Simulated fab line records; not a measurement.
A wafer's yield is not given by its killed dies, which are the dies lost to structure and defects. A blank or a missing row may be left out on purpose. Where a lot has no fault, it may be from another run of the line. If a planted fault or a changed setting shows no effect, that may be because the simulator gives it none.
Split-lot trial    flow n5_finfet    7 lots, 21 wafers read, on a route of 1938 steps

SPLIT DETAILS
At N5_BEOL_M15_TRENCH_ETCH_34 (etches SiO2 in C4F8/O2/Ar, target depth 872.93 nm, time 199 s), the setting bias_w was moved away from the recipe's 2040 W on 5 of the 21 wafers read, by -17.7% to +15.2%. All remaining wafers had this setting at the recipe value.

The reading comes from the split's own step.

THE READING
rf_vpp_V, in V, at N5_BEOL_M15_TRENCH_ETCH_34 (etches SiO2 in C4F8/O2/Ar, target depth 872.93 nm, time 199 s). Fault-free wafers of this fab line usually give 2246 V, standard deviation 24 V.

wafer   tool, chamber at the split  bias_w as run, W  against the recipe  rf_vpp_V, V  against lot-mates on the recipe
L085.1  rie_diel-05, 1              2040              recipe              2295         -
L085.5  rie_diel-05, 1              2350              +15.2%              2530         +272
L085.6  rie_diel-05, 2              2040              recipe              2220         -
L086.2  rie_diel-05, 3              2040              recipe              2240         -
L086.3  rie_diel-05, 0              2040              recipe              2252         -
L086.6  rie_diel-05, 1              2040              recipe              2298         -
L087.1  rie_diel-05, 1              2040              recipe              2296         -
L087.4  rie_diel-05, 3              1897              -7.0%               2127         -170
L087.5  rie_diel-05, 1              2040              recipe              2297         -
L089.1  rie_diel-03, 1              2040              recipe              2237         -
L089.3  rie_diel-03, 0              1678              -17.7%              1931         -295
L089.5  rie_diel-03, 0              2040              recipe              2215         -
L093.1  rie_diel-02, 0              2185              +7.1%               2355         +131
L093.2  rie_diel-02, 3              2185              +7.1%               2339         +115
L093.4  rie_diel-02, 2              2040              recipe              2224         -
L095.1  rie_diel-05, 2              2040              recipe              2220         -
L095.2  rie_diel-05, 3              2040              recipe              2241         -
L095.4  rie_diel-05, 0              2040              recipe              2252         -
L096.1  rie_diel-03, 1              2040              recipe              2239         -
L096.3  rie_diel-03, 3              2040              recipe              2271         -
L096.4  rie_diel-03, 2              2040              recipe              2223         -

FIT RESULTS
A straight line over all 21 wafers: rf_vpp_V changes by +17.5 V for each +1% of bias_w; r = +0.96; the points scatter about the line by 29 V.
The same after taking each lot's own level away (the mean of its wafers on the recipe; 21 wafers): +17.7 V for each +1%; r = +0.98; scatter 22 V.
According to that fit, moving bias_w by its largest amount changes the reading by 3.1e+02 V.
Measured against the standard deviation above, the lots' own levels, which go from 2224.0 to 2296.5 V, span 3.0 times it.
Hence the lot-to-lot level has little effect on the slope; both slopes agree.
Check: for one of the wafers moved furthest among these (-17.7%), held out of the fit, the line's prediction against its lot-mates is -337 V. Against them it came out at -295 V.
Tool readings at the split's step, against how far the setting was moved: rf_vpp_V r = +0.96.

OTHER SPLITS ON THESE WAFERS
Other splits were also applied to these wafers ahead of the reading. Each is held against what the fit with the lots' levels taken away leaves over:
other split on the same wafers     wafers away from the commonest value  r with rf_vpp_V (lot level and that fit taken away)
N5_BEOL_M14_TRENCH_ETCH_34 time_s  5                                     +0.43

FILE'S OWN FIT
rf_vpp_V changes by +17.7 V for each +1% of bias_w, r = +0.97.
